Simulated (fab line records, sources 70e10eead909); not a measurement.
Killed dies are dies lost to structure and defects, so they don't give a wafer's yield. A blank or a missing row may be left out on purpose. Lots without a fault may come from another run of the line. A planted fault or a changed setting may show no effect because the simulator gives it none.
fab line records | flow nand_harc
record lots=14 wafers=42 last_day=34
route steps=1302 shown A_CHANNEL_HOLE_D2@597 A_CHANNEL_FILL_D2@613
lots that met no fault: from a run of the same line without faults
start_h: hours from the record's first day to the start of the lot's first wafer shown | wait_h: hours since the lot's step before | " the same as in the row above | L1.1+2: a row that stands for several wafers | - no value, or no start given | * or withheld: withheld | < > ~ a bound
route shown NAME@n: a module of which the file shows steps, and the number in the route of the first | usual: mean/standard deviation of fault-free wafers | same: alike in all rows | chamber/n: place in a boat | sites: the reading at each site | _std_site: their standard deviation | _edge_site: outer sites' mean less inner sites' | radius_mm: how far each site lies from the wafer's centre | mask NAME#n: copy n | behind: the tool/chamber that last shaped the wafer | hold: why the lot was held/for how many hours/how that ended | device: the transistor (n, p or np) that didn't switch | end of line: the same wafers' tests at the end of the route | a step without rows: its recipe alone | killed: dies lost to structure and defects at the first sort, not the wafer's yield | map: a wafer's dies, x killed, . not, _ none there
set.NAME: the setting as run; set.NAME@STEP: as run at that earlier step | model.NAME: the simulator's own value behind a step, which no gauge read
steps of the route over a sample of lots; a table a step, a row a wafer
services: from which hour (start_h, from the record's first day; less than 0 if before it) a tool's chamber was out of use, for how many hours, and why
## steps
# step NHARC_A_CHANNEL_HOLE_D2_ETCH_25
# recipe bias_v=5000 source_w=withheld pressure_mtorr=20 time_s=1040.2 ar_flow_sccm=375 c4f8_flow_sccm=93.8 o2_flow_sccm=31.2 temp_c=-20 target_depth_a=15000 chemistry=C4F8/O2/Ar
# usual drypump_motor_current_A=5.9/0.65 o2_flow_sccm=31.22/0.091 showerhead_plenum_p_Torr=3.62/0.2 throttle_valve_pct=32.236/0.0085
# columns lot.wafer tool chamber start_h wait_h drypump_motor_current_A o2_flow_sccm rf_hours_counter_h showerhead_plenum_p_Torr throttle_valve_pct
L532.2 har_etch-01 0 302.82 0.7 5.3 31.25 152 3.47 32.240
L532.5 " 1 " " 6.4 31.37 - 3.56 32.238
L532.6 " 0 " " 5.3 31.29 - 3.47 32.240
L533.1 har_etch-01 0 337.35 0.6 5.3 31.19 171 3.46 32.238
L533.3 " 1 " " 6.4 31.20 - 3.55 32.230
L533.5 " 0 " " 5.3 31.01 - 3.46 32.253
L537.1 har_etch-01 1 349.50 0.6 6.4 31.05 183 3.54 32.228
L537.2 " 0 " " 5.3 31.16 183 3.45 32.232
L537.6 " 0 " " 5.3 31.22 - 3.45 32.248
L536.1 har_etch-02 0 353.13 1.3 6.6 31.16 404 3.43 32.247
L536.5 " 0 354.29 1.4 6.6 31.22 - 3.43 32.239
L536.6 " 0 " " 6.6 31.23 - 3.43 32.230
L538.2 har_etch-01 1 368.83 0.7 6.4 31.27 198 3.53 32.224
L538.3 " 0 " " 5.3 31.23 - 3.45 32.229
L538.5 " 0 " " 5.3 31.21 - 3.45 32.231
L540.1 har_etch-01 1 373.00 0.7 6.4 31.13 202 3.53 32.244
L540.3 " 1 " " 6.4 31.21 - 3.53 32.229
L540.6 " 1 " " 6.4 31.27 - 3.53 32.227
L541.3 har_etch-01 0 385.09 0.7 5.3 31.40 - 3.44 32.236
L541.6 " 1 " " 6.4 31.29 - 3.53 32.222
L541.5 " 0 " " 5.3 31.38 - 3.44 32.238
L542.1 har_etch-02 1 412.16 0.6 5.1 31.11 14 3.92 32.231
L542.2 " 0 " " 6.6 31.21 14 3.92 32.226
L542.3 " 0 " " 6.7 31.06 - 3.92 32.226
L546.1 har_etch-02 0 451.69 0.7 6.6 31.20 30 3.91 32.225
L546.3 " 0 " " 6.6 31.34 - 3.91 32.242
L546.5 " 1 " " 5.1 31.19 - 3.91 32.238
L550.1 har_etch-02 1 493.94 0.6 5.1 31.29 60 3.89 32.234
L550.3 " 1 " " 5.1 31.20 - 3.89 32.245
L550.6 " 1 " " 5.1 31.10 - 3.89 32.235
L551.1 har_etch-01 0 508.93 0.6 5.3 31.10 281 3.40 32.231
L551.3 " 0 " " 5.3 31.24 - 3.40 32.240
L551.4 " 1 " " 6.4 31.11 - 3.49 32.235
L553.3 har_etch-02 1 511.32 0.7 5.1 31.30 - 3.89 32.229
L553.4 " 0 " " 6.6 31.25 - 3.89 32.223
L553.5 " 1 " " 5.2 31.22 - 3.89 32.240
L552.2 har_etch-02 0 520.80 0.6 6.6 31.23 72 3.89 32.230
L552.1 " 1 " " 5.1 31.13 72 3.89 32.239
L552.3 " 1 " " 5.1 31.31 - 3.89 32.238
L554.1 har_etch-02 0 534.71 0.6 6.6 31.16 80 3.88 32.237
L554.5 " 0 " " 6.6 31.14 - 3.88 32.236
L554.6 " 1 " " 5.1 31.38 - 3.88 32.231
# step NHARC_A_CHANNEL_FILL_D2_ALD_03
# recipe target_thk_a=60 pulse_time_s=60 ald_cycles=58 temp_c=630 pressure_torr=2 material=SiNx
# usual precursor_pulse_height_rel=1.002/0.019
# columns lot.wafer tool chamber start_h wait_h precursor_pulse_height_rel
L532.2 ald_sin_batch-01 0 - - 0.990
L532.5 " 0 " " 1.011
L532.6 " 0 " " 0.965
L533.1 ald_sin_batch-02 0 - - 1.008
L533.3 " 0 " " 1.005
L533.5 " 0 " " 1.006
L537.1 ald_sin_batch-03 0 - - 1.012
L537.2 " 0 " " 1.040
L537.6 " 0 " " 1.018
L536.1 ald_sin_batch-03 0 - - 1.020
L536.5 " 0 " " 0.997
L536.6 " 0 " " 0.969
L538.2 ald_sin_batch-03 0 - - 0.981
L538.3 " 0 " " 0.995
L538.5 " 0 " " 1.010
L540.1 ald_sin_batch-01 0 - - 0.968
L540.3 " 0 " " 1.026
L540.6 " 0 " " 1.010
L541.3 ald_sin_batch-01 0 - - 0.992
L541.5 " 0 " " 1.012
L541.6 " 0 " " 0.978
L542.1 ald_sin_batch-02 0 - - 0.997
L542.2 " 0 " " 0.976
L542.3 " 0 " " 1.009
L546.1 ald_sin_batch-01 0 - - 0.990
L546.3 " 0 " " 1.023
L546.5 " 0 " " 0.973
L550.1 ald_sin_batch-02 0 - - 1.003
L550.3 " 0 " " 0.996
L550.6 " 0 " " 1.017
L551.1 ald_sin_batch-02 0 - - 0.975
L551.3 " 0 " " 1.004
L551.4 " 0 " " 0.979
L553.3 ald_sin_batch-02 0 - - 1.009
L553.4 " 0 " " 0.994
L553.5 " 0 " " 1.026
L552.1 ald_sin_batch-02 0 - - 0.991
L552.2 " 0 " " 1.008
L552.3 " 0 " " 1.021
L554.1 ald_sin_batch-01 0 - - 1.009
L554.5 " 0 " " 1.022
L554.6 " 0 " " 0.976
# step NHARC_A_CHANNEL_FILL_D2_ALD_16
# recipe target_thk_a=15 pulse_time_s=10 ald_cycles=15 temp_c=300 material=SiO2
# usual heater_power_w=486/33 precursor_pulse_height_rel=1.003/0.019
# columns lot.wafer tool chamber start_h wait_h heater_power_w precursor_pulse_height_rel since_wet_clean_h
L532.2 ald_hk-04 2 317.84 0.0 529 1.028 53
L532.6 " 2 " " 522 1.003 -
L532.5 " 3 " " 450 0.982 -
L533.1 ald_hk-02 0 352.53 0.0 467 0.983 167
L533.3 " 1 " " 561 1.032 167
L533.5 " 0 " " 472 0.976 -
L537.1 ald_hk-04 0 364.66 0.1 510 1.027 99
L537.2 " 2 " " 516 0.989 99
L537.6 " 3 " " 451 0.982 -
L536.1 ald_hk-03 0 369.65 0.0 471 1.008 147
L536.6 " 0 " " 470 0.994 -
L536.5 " 1 " " 485 0.998 -
L538.2 ald_hk-02 3 385.11 2.0 526 1.007 22
L538.3 " 2 " " 466 1.001 22
L538.5 " 3 " " 547 0.972 -
L540.3 ald_hk-03 0 389.94 0.1 468 0.974 168
L540.1 " 2 " " 516 0.977 168
L540.6 " 3 " " 439 1.009 -
L541.3 ald_hk-02 2 399.91 0.1 457 1.016 37
L541.5 " 0 " " 455 1.017 -
L541.6 " 1 " " 522 0.984 -
L542.2 ald_hk-02 3 427.78 0.0 539 1.005 65
L542.3 " 0 " " 458 0.996 65
L542.1 " 1 " " 510 1.031 65
L546.1 ald_hk-02 0 466.83 0.0 459 1.036 104
L546.3 " 2 " " 473 1.009 104
L546.5 " 1 " " 531 0.999 -
L550.1 ald_hk-03 3 509.09 0.1 427 0.984 109
L550.3 " 1 " " 506 0.985 109
L550.6 " 3 " " 433 1.012 -
L553.4 ald_hk-02 1 528.86 0.1 529 1.038 166
L553.3 " 3 " " 527 1.015 166
L553.5 " 1 " " 538 1.025 -
L551.3 ald_hk-04 3 528.87 0.1 442 1.016 86
L551.4 " 0 " " 482 1.010 86
L551.1 " 1 " " 508 0.981 86
L552.1 ald_hk-04 2 537.55 0.0 500 0.973 94
L552.2 " 3 " " 453 1.009 94
L552.3 " 1 " " 507 0.954 94
L554.1 ald_hk-03 3 549.36 0.1 436 1.021 149
L554.6 " 0 " " 489 0.968 -
L554.5 " 1 " " 496 1.055 -
# step NHARC_A_CHANNEL_FILL_D2_CMP_10
# recipe target_thk_nm=150
# usual edge_zone_pressure_frac=1.000/0.0046 motor_current_A=11.9/1.3 time_to_endpoint_s=15.7/2.5
# columns lot.wafer tool chamber start_h wait_h edge_zone_pressure_frac motor_current_A time_to_endpoint_s
L532.2 cmp-03 3 353.27 0.4 0.994 13.6 12.1
L532.6 " 3 " " 0.998 13.6 12.8
L532.5 " 0 " " 0.993 11.1 14.5
L533.3 cmp-01 0 390.18 0.4 0.991 11.1 17.9
L533.1 " 3 " " 0.996 10.7 20.2
L533.5 " 1 " " 1.001 12.2 21.8
L537.1 cmp-03 0 400.33 0.4 0.994 10.9 15.6
L537.2 " 2 " " 1.003 13.6 15.7
L537.6 " 3 " " 1.004 13.4 13.1
L536.1 cmp-02 2 406.46 0.4 0.993 11.8 13.2
L536.5 " 2 " " 1.007 11.8 15.6
L536.6 " 3 " " 0.999 13.3 12.0
L538.3 cmp-02 0 419.89 0.4 1.003 11.8 15.7
L538.2 " 3 " " 0.997 12.9 15.9
L538.5 " 0 " " 1.003 11.0 16.5
L540.1 cmp-02 1 427.89 0.4 1.002 10.2 13.2
L540.3 " 2 " " 1.000 11.9 13.4
L540.6 " 0 " " 1.002 11.4 14.8
L541.3 cmp-02 1 434.57 0.4 - - -
L541.5 " 3 " " - - -
L541.6 " 0 " " - - -
L542.3 cmp-01 2 463.27 0.4 - - -
L542.1 " 3 " " - - -
L542.2 " 0 " " - - -
L546.1 cmp-01 3 501.66 0.4 1.001 11.1 14.5
L546.3 " 0 " " 1.002 11.3 11.7
L546.5 " 3 " " 0.995 10.8 14.9
L550.3 cmp-01 3 544.10 0.4 1.005 10.5 17.9
L550.1 " 0 " " 1.003 11.3 12.4
L550.6 " 0 " " 1.009 11.3 14.8
L553.4 cmp-03 2 564.45 0.4 0.995 14.2 12.2
L553.3 " 1 " " 0.999 11.5 12.4
L553.5 " 2 " " 0.996 13.8 15.0
L551.3 cmp-01 0 564.47 0.4 0.993 11.3 18.4
L551.1 " 1 " " 0.995 12.1 19.2
L551.4 " 2 " " 0.999 10.9 15.6
L552.1 cmp-03 2 572.88 0.4 1.000 13.9 17.3
L552.3 " 3 " " 1.006 14.0 18.1
L552.2 " 0 " " 1.000 10.4 18.1
L554.1 cmp-02 1 585.89 0.4 0.996 10.0 19.1
L554.6 " 0 " " 0.997 10.9 17.6
L554.5 " 1 " " 0.999 10.3 20.5
## services
# columns tool chamber start_h hours kind
cmp-02 - 283.39 0.9 repair
cmp-01 - 285.55 4.0 pm
cmp-02 - 297.12 1.2 repair
cmp-01 - 299.51 1.9 repair
ald_hk-02 - 314.64 0.2 repair
cmp-02 - 319.41 0.8 repair
har_etch-01 - 323.29 1.9 repair
cmp-02 - 330.50 4.0 pm
har_etch-02 - 380.05 17.0 pm
cmp-02 - 382.05 3.1 repair
cmp-01 - 383.55 4.0 pm
cmp-02 - 406.83 5.7 repair
cmp-02 - 426.79 0.6 repair
cmp-02 - 428.50 4.0 pm
cmp-01 - 428.52 2.9 repair
cmp-02 - 477.94 1.7 repair
cmp-01 - 481.55 4.0 pm
ald_sin_batch-01 - 506.00 26.0 pm
cmp-01 - 506.09 0.8 repair
ald_hk-02 - 525.34 0.4 repair
cmp-02 - 526.50 4.0 pm
ald_hk-02 - 531.11 10.0 pm
cmp-02 - 538.99 0.4 repair
cmp-01 - 561.89 1.9 repair
## key
first_sign step=NHARC_A_CHANNEL_FILL_D2_CMP_10 reading=tool_record direction=missing
effect none on later readings
met_at NHARC_A_CHANNEL_FILL_D2_CMP_10
struck_lots L541,L542
later_rows_left_out L541.3,L541.5,L541.6,L542.1,L542.2,L542.3
sort_left_out L541.3,L541.5,L541.6,L542.1,L542.2,L542.3
tester_left_out L541,L542
not_acting_at NHARC_A_CHANNEL_HOLE_D2_ETCH_25,NHARC_A_CHANNEL_FILL_D2_ALD_03,NHARC_A_CHANNEL_FILL_D2_ALD_16
onset_between 427.89 434.57
fault kind=skipped_step_whole tool=cmp-01,cmp-02 chamber=- onset_h=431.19 steps=NHARC_A_CHANNEL_FILL_D2_CMP_10 scope=struck_lots_only
# tester_left_out: of these lots the tester's yield and bins aren't shown, on N5 and GAA mostly nor the transistor test; their killed dies are dies lost to structure and defects alone, not to doping, threshold or leakage, so they don't give the yield
# sort_left_out: the simulated sort isn't trusted on such a fault, so these wafers' sort isn't shown, and their yield isn't known
# later_rows_left_out: the simulator's readings of these wafers behind a module that went badly wrong aren't trusted and aren't shown, but for the sort
